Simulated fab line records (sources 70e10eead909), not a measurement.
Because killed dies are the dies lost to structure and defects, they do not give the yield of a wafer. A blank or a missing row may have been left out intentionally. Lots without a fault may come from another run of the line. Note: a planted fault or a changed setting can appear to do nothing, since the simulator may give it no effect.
Matching of chambers + flow nand-harc + 3 sister chambers for NHARC_A_ONON_D1_DEP_33 on pecvd-02
The step deposits SiO2, target thk 200 nm. 6 wafers are shown with their chamber, then 8 later ones without.

EACH WAFER AND ITS CHAMBER
| wafer  | chamber | heater-power-w (W) | throttle-valve-pct (%) |
|--------|---------|--------------------|------------------------|
| L080.5 | 0       | 499                | 15.3                   |
| L088.3 | 2       | 609                | 15.7                   |
| L088.6 | 0       | 499                | 15.4                   |
| L087.2 | 2       | 549                | 16.0                   |
| L087.5 | 1       | 443                | 16.7                   |
| L089.2 | 1       | 353                | 16.8                   |

WAFERS WITHOUT THEIR CHAMBER
| wafer  | heater-power-w (W) | throttle-valve-pct (%) |
|--------|--------------------|------------------------|
| L089.3 | 574                | 16.1                   |
| L089.4 | 602                | 16.2                   |
| L092.2 | 585                | 16.4                   |
| L092.4 | 531                | 15.3                   |
| L092.5 | 450                | 16.7                   |
| L094.1 | 522                | 15.7                   |
| L094.2 | 429                | 16.6                   |
| L094.3 | 640                | 16.6                   |

WHICH CHAMBER EACH ONE RAN IN
| wafer  | from the rows above     | in truth |
|--------|-------------------------|----------|
| L089.3 | 2                       | 2        |
| L089.4 | 2                       | 2        |
| L092.2 | can't be placed: 2 or 1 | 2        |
| L092.4 | 0                       | 0        |
| L092.5 | 1                       | 1        |
| L094.1 | can't be placed: 2 or 0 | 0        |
| L094.2 | 1                       | 1        |
| L094.3 | can't be placed: 1 or 2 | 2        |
Correct placement for 5 of the 8. Cannot be placed on the basis of these rows: 3; the candidates contain the true chamber in 3. Placed wrongly: 0.
How it was worked out, from the rows above alone: a wafer's distance from a chamber is the root of the sum, over the readings, of the square of ((its reading less the chamber's mean) divided by the reading's scatter). The wafer belongs to the nearest chamber; if the next one is less than 2 further off, it can't be placed. A chamber's mean is the mean of its shown wafers. The scatter: the root of (the sum of the squares of (reading less its chamber's mean) over the shown wafers, divided by (wafers less chambers)).
